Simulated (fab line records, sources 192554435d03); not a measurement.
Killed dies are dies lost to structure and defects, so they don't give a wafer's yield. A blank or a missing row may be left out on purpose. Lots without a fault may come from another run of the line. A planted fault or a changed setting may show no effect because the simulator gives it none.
One fault seen from 3 desks | flow n5_finfet | each desk has only its own numbers; what lay behind them comes last

THE METROLOGY DESK
What the gauges read, lot by lot, whatever tool the lot ran on: means of the sampled wafers that have a number. A lot is out of limits, marked OUT, if its mean lies more than 4 standard deviations from the usual mean; the brackets give that distance.
Columns: A = V8_OVL at N5_BEOL_M9_OVL_MEAS_29, usual -0.2 nm
lot  | first seen here | A
L870 | day 12 03:50    | -0.3
L871 | day 12 16:18    | -0.3
L883 | day 16 00:09    | -0.9
L886 | day 16 17:40    | 0.4
L885 | day 16 22:10    | 0.4
L891 | day 17 17:00    | -0.3
This desk's finding: nothing out of limits on any of the 6 lots.

THE TOOL OWNER'S DESK: rie_diel-05
The tool's own readings at N5_BEOL_M9_ETCH_41 (etches SiCN in CH3F/O2, target depth 36.6 nm, time 70.1 s): means of the sampled wafers that have a number, for each lot that ran on this tool. A lot is out of limits, marked OUT, if its mean lies more than 4 standard deviations from the usual mean; the brackets give that distance.
Columns: A = drypump_motor_current_A at N5_BEOL_M9_ETCH_41, usual 5.9 A; B = oes_product_au at N5_BEOL_M9_ETCH_41, usual 0.81 a.u.; C = rf_fwd_power_W at N5_BEOL_M9_ETCH_41, usual 391.9 W; D = rf_vpp_V at N5_BEOL_M9_ETCH_41, usual 297.3 V; E = showerhead_plenum_p_Torr at N5_BEOL_M9_ETCH_41, usual 2.00 Torr; F = throttle_valve_pct at N5_BEOL_M9_ETCH_41, usual 16.4 %
lot  | first seen here | A   | B    | C     | D     | E    | F
L871 | day 12 16:42    | 5.6 | 0.78 | 392.6 | 296.9 | 2.00 | 16.4
L883 | day 16 01:12    | 5.6 | 0.61 | 391.6 | 296.7 | 2.00 | 16.3
L886 | day 16 18:04    | 5.7 | 0.55 | 391.7 | 298.4 | 2.03 | 16.5
This desk's finding: nothing out of limits on any of the 3 lots.

THE DEFECT DESK
What the inspections along the route counted, lot by lot: means of the sampled wafers that have a number. A lot is out of limits, marked OUT, if its mean lies more than 4 standard deviations from the usual mean; the brackets give that distance.
Columns: A = raw_defect_count at N5_BEOL_M9_INSPECT_30, usual 397
lot  | first seen here | A
L870 | day 12 03:53    | 617
L871 | day 12 16:21    | 409
L883 | day 16 00:13    | 381
L886 | day 16 17:43    | 482
L885 | day 16 22:13    | 394
L891 | day 17 17:04    | 311
This desk's finding: nothing out of limits on any of the 6 lots.

PUT TOGETHER
The metrology desk saw nothing out of limits.
The tool owner's desk saw nothing out of limits.
The defect desk saw nothing out of limits.

WHAT THE SIMULATOR HAD PUT IN
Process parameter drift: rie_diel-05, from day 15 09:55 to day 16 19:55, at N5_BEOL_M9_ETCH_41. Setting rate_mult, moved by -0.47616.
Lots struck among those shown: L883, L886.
